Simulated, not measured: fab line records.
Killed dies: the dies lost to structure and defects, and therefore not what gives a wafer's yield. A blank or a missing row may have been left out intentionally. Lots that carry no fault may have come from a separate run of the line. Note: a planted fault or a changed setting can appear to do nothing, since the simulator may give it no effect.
Which of the tools did it? :: flow nand_harc :: 13 lots with 39 wafers sampled at 5 steps, on a route of 1159 steps

== WHAT THE GAUGES SHOWED, per wafer ==
NHARC_END_SORT_01.
lot: L991
measured: day 24 15:56
on: prober-02
killed_at_array: 28 672 38
killed_at_other: 0 1 2
killed_at_periphery: 3 4 3
killed_dies: 31 677 43
killed_open: 4 7 8
killed_short: 2 3 6

== WHICH TOOL RAN EACH LOT (tool, then ch and the chambers of the sampled wafers, then the start) ==
lot: L974
NHARC_A_STAIRCASE_ETCH_15: rie_diel-02 ch 1,2,3, day 10 17:52 or earlier
NHARC_A_STAIRCASE_ETCH_23: rie_diel-02 ch 1,2,3, day 10 17:52
NHARC_A_STAIRCASE_ETCH_27: rie_diel-02 ch 2,3, day 10 18:31 or earlier
NHARC_A_STAIRCASE_STRIP_175: plasma_asher-01 ch 0,1, day 10 18:31

lot: L979
NHARC_A_STAIRCASE_ETCH_15: rie_diel-06 ch 1,2, day 11 13:49 or earlier
NHARC_A_STAIRCASE_ETCH_23: rie_diel-06 ch 1,2,3, day 11 13:49
NHARC_A_STAIRCASE_ETCH_27: rie_diel-06 ch 0,2,3, day 11 14:26 or earlier
NHARC_A_STAIRCASE_STRIP_175: plasma_asher-01 ch 0,1, day 11 14:26

lot: L977
NHARC_A_STAIRCASE_ETCH_15: rie_diel-02 ch 1,2,3, day 11 14:01 or earlier
NHARC_A_STAIRCASE_ETCH_23: rie_diel-02 ch 2,3, day 11 14:01
NHARC_A_STAIRCASE_ETCH_27: rie_diel-02 ch 0,1,3, day 11 14:39 or earlier
NHARC_A_STAIRCASE_STRIP_175: plasma_asher-02 ch 0,1, day 11 14:39

lot: L976
NHARC_A_STAIRCASE_ETCH_15: rie_diel-06 ch 1,2,3, day 11 19:02 or earlier
NHARC_A_STAIRCASE_ETCH_23: rie_diel-01 ch 0,3, day 11 19:02
NHARC_A_STAIRCASE_ETCH_27: rie_diel-01 ch 0,1,2, day 11 19:57 or earlier
NHARC_A_STAIRCASE_STRIP_175: plasma_asher-02 ch 0,1, day 11 19:57

lot: L978
NHARC_A_STAIRCASE_ETCH_15: rie_diel-06 ch 0,1,2, day 12 02:02 or earlier
NHARC_A_STAIRCASE_ETCH_23: rie_diel-02 ch 1,2, day 12 02:02
NHARC_A_STAIRCASE_ETCH_27: rie_diel-02 ch 0,2,3, day 12 02:47 or earlier
NHARC_A_STAIRCASE_STRIP_175: plasma_asher-02 ch 0,1, day 12 02:47

lot: L981
NHARC_A_STAIRCASE_ETCH_15: rie_diel-02 ch 0,1,2, day 12 14:22 or earlier
NHARC_A_STAIRCASE_ETCH_23: rie_diel-02 ch 0,2,3, day 12 14:22
NHARC_A_STAIRCASE_ETCH_27: rie_diel-02 ch 0,3, day 12 15:06 or earlier
NHARC_A_STAIRCASE_STRIP_175: plasma_asher-02 ch 0,1, day 12 15:06

lot: L980
NHARC_A_STAIRCASE_ETCH_15: rie_diel-01 ch 1,2,3, day 12 14:46 or earlier
NHARC_A_STAIRCASE_ETCH_23: rie_diel-06 ch 0,1,2, day 12 14:46
NHARC_A_STAIRCASE_ETCH_27: rie_diel-06 ch 0,1, day 12 17:29 or earlier
NHARC_A_STAIRCASE_STRIP_175: plasma_asher-02 ch 0,1, day 12 17:29

lot: L985
NHARC_A_STAIRCASE_ETCH_15: rie_diel-06 ch 0,1,3, day 14 15:18 or earlier
NHARC_A_STAIRCASE_ETCH_23: rie_diel-06 ch 2,3, day 14 15:18
NHARC_A_STAIRCASE_ETCH_27: rie_diel-06 ch 0,1,2, day 14 15:56 or earlier
NHARC_A_STAIRCASE_STRIP_175: plasma_asher-01 ch 0,1, day 14 15:56

lot: L991
NHARC_A_STAIRCASE_ETCH_15: rie_diel-02 ch 0,1,3, day 15 03:37 or earlier
NHARC_A_STAIRCASE_ETCH_23: rie_diel-02 ch 0,1, day 15 03:37
NHARC_A_STAIRCASE_ETCH_27: rie_diel-02 ch 0,1, day 15 04:23 or earlier
NHARC_A_STAIRCASE_STRIP_175: plasma_asher-02 ch 0,1, day 15 04:23

lot: L992
NHARC_A_STAIRCASE_ETCH_15: rie_diel-06 ch 0,2,3, day 15 07:24 or earlier
NHARC_A_STAIRCASE_ETCH_23: rie_diel-06 ch 0,1,2, day 15 07:24
NHARC_A_STAIRCASE_ETCH_27: rie_diel-06 ch 0,1,2, day 15 08:17 or earlier
NHARC_A_STAIRCASE_STRIP_175: plasma_asher-01 ch 0,1, day 15 08:17

lot: L993
NHARC_A_STAIRCASE_ETCH_15: rie_diel-01 ch 0,2,3, day 15 13:35 or earlier
NHARC_A_STAIRCASE_ETCH_23: rie_diel-01 ch 0,1,3, day 15 13:35
NHARC_A_STAIRCASE_ETCH_27: rie_diel-01 ch 1,2,3, day 15 14:29 or earlier
NHARC_A_STAIRCASE_STRIP_175: plasma_asher-02 ch 0,1, day 15 14:29

lot: L994
NHARC_A_STAIRCASE_ETCH_15: rie_diel-02 ch 1,3, day 15 14:30 or earlier
NHARC_A_STAIRCASE_ETCH_23: rie_diel-01 ch 0,2,3, day 15 14:30
NHARC_A_STAIRCASE_ETCH_27: rie_diel-01 ch 2,3, day 15 15:24 or earlier
NHARC_A_STAIRCASE_STRIP_175: plasma_asher-01 ch 0, day 15 15:24

lot: L996
NHARC_A_STAIRCASE_ETCH_15: rie_diel-06 ch 0,1,2, day 16 05:01 or earlier
NHARC_A_STAIRCASE_ETCH_23: rie_diel-06 ch 0,2,3, day 16 05:01
NHARC_A_STAIRCASE_ETCH_27: rie_diel-06 ch 1,2,3, day 16 05:49 or earlier
NHARC_A_STAIRCASE_STRIP_175: plasma_asher-01 ch 0,1, day 16 05:49
- NHARC_A_STAIRCASE_ETCH_15: etches the open film in C4F8/O2, target depth 100 nm, time 40.5 s.
- NHARC_A_STAIRCASE_ETCH_23: etches the open film in C4F8/O2, target depth 100 nm, time 40.5 s.
- NHARC_A_STAIRCASE_ETCH_27: etches the open film in C4F8/O2, target depth 100 nm, time 40.5 s.
- NHARC_A_STAIRCASE_STRIP_175: strips in O2.

== AS READ BY THE TOOLS THEMSELVES (means over the sampled wafers that have a number; for cases with no such wafer, the mark the record gives instead) ==
NHARC_A_STAIRCASE_ETCH_15.
lot: L974
tool: rie_diel-02
bias_w (W): 999
oes_product_au (a.u.): 0.932
rf_vpp_V (V): 895

lot: L979
tool: rie_diel-06
bias_w (W): 995
oes_product_au (a.u.): 0.954
rf_vpp_V (V): 894

lot: L977
tool: rie_diel-02
bias_w (W): 1002
oes_product_au (a.u.): 0.942
rf_vpp_V (V): 896

lot: L976
tool: rie_diel-06
bias_w (W): 1001
oes_product_au (a.u.): 0.927
rf_vpp_V (V): 895

lot: L978
tool: rie_diel-06
bias_w (W): 999
oes_product_au (a.u.): 0.925
rf_vpp_V (V): 896

lot: L981
tool: rie_diel-02
bias_w (W): 1000
oes_product_au (a.u.): 0.944
rf_vpp_V (V): 895

lot: L980
tool: rie_diel-01
bias_w (W): 997
oes_product_au (a.u.): 0.953
rf_vpp_V (V): 898

lot: L985
tool: rie_diel-06
bias_w (W): 1001
oes_product_au (a.u.): 0.941
rf_vpp_V (V): 894

lot: L991
tool: rie_diel-02
bias_w (W): 998
oes_product_au (a.u.): 0.923
rf_vpp_V (V): 893

lot: L992
tool: rie_diel-06
bias_w (W): 997
oes_product_au (a.u.): 0.925
rf_vpp_V (V): 894

lot: L993
tool: rie_diel-01
bias_w (W): 1003
oes_product_au (a.u.): 0.942
rf_vpp_V (V): 900

lot: L994
tool: rie_diel-02
bias_w (W): 996
oes_product_au (a.u.): 0.925
rf_vpp_V (V): 897

lot: L996
tool: rie_diel-06
bias_w (W): 999
oes_product_au (a.u.): 0.925
rf_vpp_V (V): 895

NHARC_A_STAIRCASE_ETCH_23.
lot: L974
tool: rie_diel-02
bias_w (W): 1002
oes_product_au (a.u.): 0.923
rf_vpp_V (V): 895

lot: L979
tool: rie_diel-06
bias_w (W): 998
oes_product_au (a.u.): 0.942
rf_vpp_V (V): 895

lot: L977
tool: rie_diel-02
bias_w (W): 996
oes_product_au (a.u.): 0.939
rf_vpp_V (V): 892

lot: L976
tool: rie_diel-01
bias_w (W): 1001
oes_product_au (a.u.): 0.928
rf_vpp_V (V): 900

lot: L978
tool: rie_diel-02
bias_w (W): 1001
oes_product_au (a.u.): 0.938
rf_vpp_V (V): 897

lot: L981
tool: rie_diel-02
bias_w (W): 998
oes_product_au (a.u.): 0.943
rf_vpp_V (V): 891

lot: L980
tool: rie_diel-06
bias_w (W): 1003
oes_product_au (a.u.): 0.943
rf_vpp_V (V): 895

lot: L985
tool: rie_diel-06
bias_w (W): 1002
oes_product_au (a.u.): 0.946
rf_vpp_V (V): 894

lot: L991
tool: rie_diel-02
bias_w (W): 997
oes_product_au (a.u.): 0.870
rf_vpp_V (V): 898

lot: L992
tool: rie_diel-06
bias_w (W): 1001
oes_product_au (a.u.): 0.922
rf_vpp_V (V): 894

lot: L993
tool: rie_diel-01
bias_w (W): 1002
oes_product_au (a.u.): 0.945
rf_vpp_V (V): 898

lot: L994
tool: rie_diel-01
bias_w (W): 999
oes_product_au (a.u.): 0.935
rf_vpp_V (V): 900

lot: L996
tool: rie_diel-06
bias_w (W): 1000
oes_product_au (a.u.): 0.934
rf_vpp_V (V): 894

NHARC_A_STAIRCASE_ETCH_27.
lot: L974
tool: rie_diel-02
bias_w (W): 994
oes_product_au (a.u.): 0.930
rf_vpp_V (V): 892

lot: L979
tool: rie_diel-06
bias_w (W): 1002
oes_product_au (a.u.): 0.939
rf_vpp_V (V): 895

lot: L977
tool: rie_diel-02
bias_w (W): 999
oes_product_au (a.u.): 0.933
rf_vpp_V (V): 893

lot: L976
tool: rie_diel-01
bias_w (W): 1003
oes_product_au (a.u.): 0.935
rf_vpp_V (V): 898

lot: L978
tool: rie_diel-02
bias_w (W): 1004
oes_product_au (a.u.): 0.944
rf_vpp_V (V): 890

lot: L981
tool: rie_diel-02
bias_w (W): 1000
oes_product_au (a.u.): 0.957
rf_vpp_V (V): 889

lot: L980
tool: rie_diel-06
bias_w (W): 1000
oes_product_au (a.u.): 0.924
rf_vpp_V (V): 895

lot: L985
tool: rie_diel-06
bias_w (W): 998
oes_product_au (a.u.): 0.941
rf_vpp_V (V): 894

lot: L991
tool: rie_diel-02
bias_w (W): 999
oes_product_au (a.u.): 0.938
rf_vpp_V (V): 897

lot: L992
tool: rie_diel-06
bias_w (W): 1000
oes_product_au (a.u.): 0.922
rf_vpp_V (V): 894

lot: L993
tool: rie_diel-01
bias_w (W): 1000
oes_product_au (a.u.): 0.949
rf_vpp_V (V): 897

lot: L994
tool: rie_diel-01
bias_w (W): 1001
oes_product_au (a.u.): 0.932
rf_vpp_V (V): 901

lot: L996
tool: rie_diel-06
bias_w (W): 1000
oes_product_au (a.u.): 0.939
rf_vpp_V (V): 894

NHARC_A_STAIRCASE_STRIP_175.
lot: L974
tool: plasma_asher-01
drypump_motor_current_A (A): 5.9
heater_power_w (W): 339

lot: L979
tool: plasma_asher-01
drypump_motor_current_A (A): 5.9
heater_power_w (W): 335

lot: L977
tool: plasma_asher-02
drypump_motor_current_A (A): 5.8
heater_power_w (W): 377

lot: L976
tool: plasma_asher-02
drypump_motor_current_A (A): 6.1
heater_power_w (W): 375

lot: L978
tool: plasma_asher-02
drypump_motor_current_A (A): 5.8
heater_power_w (W): 390

lot: L981
tool: plasma_asher-02
drypump_motor_current_A (A): 6.1
heater_power_w (W): 370

lot: L980
tool: plasma_asher-02
drypump_motor_current_A (A): 6.1
heater_power_w (W): 375

lot: L985
tool: plasma_asher-01
drypump_motor_current_A (A): 5.9
heater_power_w (W): 348

lot: L991
tool: plasma_asher-02
drypump_motor_current_A (A): 6.1
heater_power_w (W): 376

lot: L992
tool: plasma_asher-01
drypump_motor_current_A (A): 5.5
heater_power_w (W): 335

lot: L993
tool: plasma_asher-02
drypump_motor_current_A (A): 5.9
heater_power_w (W): 386

lot: L994
tool: plasma_asher-01
drypump_motor_current_A (A): 5.2
heater_power_w (W): 326

lot: L996
tool: plasma_asher-01
drypump_motor_current_A (A): 5.8
heater_power_w (W): 345

== THE ANSWER, worked out from the rows above alone ==
Rule: the usual values come from the lots themselves. The widest of any qualifying gaps counts: lots, ordered by their means at a reading, are off when they make up no more than a third of the lots, leave a main group of 4 or more, and stand apart from it by 3 or more times the standard deviation of that group's means. Not used: any main group whose means are identical at the precision the tables above print for the reading. A lot without any number at a reading at which 4 lots or more have one is off too. All remaining lots with rows at the step are treated as sound. The gauges are gone through in route order, then the tools' own readings, and for those a lot's mean is taken as printed above. The first step at which some lot is off is used, and at that step the reading that is off furthest; a lot without a number counts as furthest.
Off, at NHARC_A_STAIRCASE_ETCH_23 on oes_product_au: L991. Mean 0.936 a.u. and standard deviation 0.008 in the main group.
A tool fits if, at that step or a process step before it, it ran every lot that is off, and no sound lot after the first of them. NHARC_A_STAIRCASE_ETCH_15 gives no start for some lots, so the hours and the order of its lots are those of NHARC_A_STAIRCASE_ETCH_23. One fits: NHARC_A_STAIRCASE_ETCH_23 on rie_diel-02. Its last sound lot is L981 (day 12 14:22), its first lot that is off L991 (day 15 03:37): a fault that began between those two fits.
On the lots that are off, the tool's own readings at NHARC_A_STAIRCASE_ETCH_23 differ by more than 5 times the standard deviation of the sound lots' means, which bears it out; oes_product_au reads 0.870 a.u. there versus 0.936 a.u. on the sound lots.

== WHAT THE SIMULATOR PUT IN ==
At NHARC_A_STAIRCASE_ETCH_23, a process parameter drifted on rie_diel-02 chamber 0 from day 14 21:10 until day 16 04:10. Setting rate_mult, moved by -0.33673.
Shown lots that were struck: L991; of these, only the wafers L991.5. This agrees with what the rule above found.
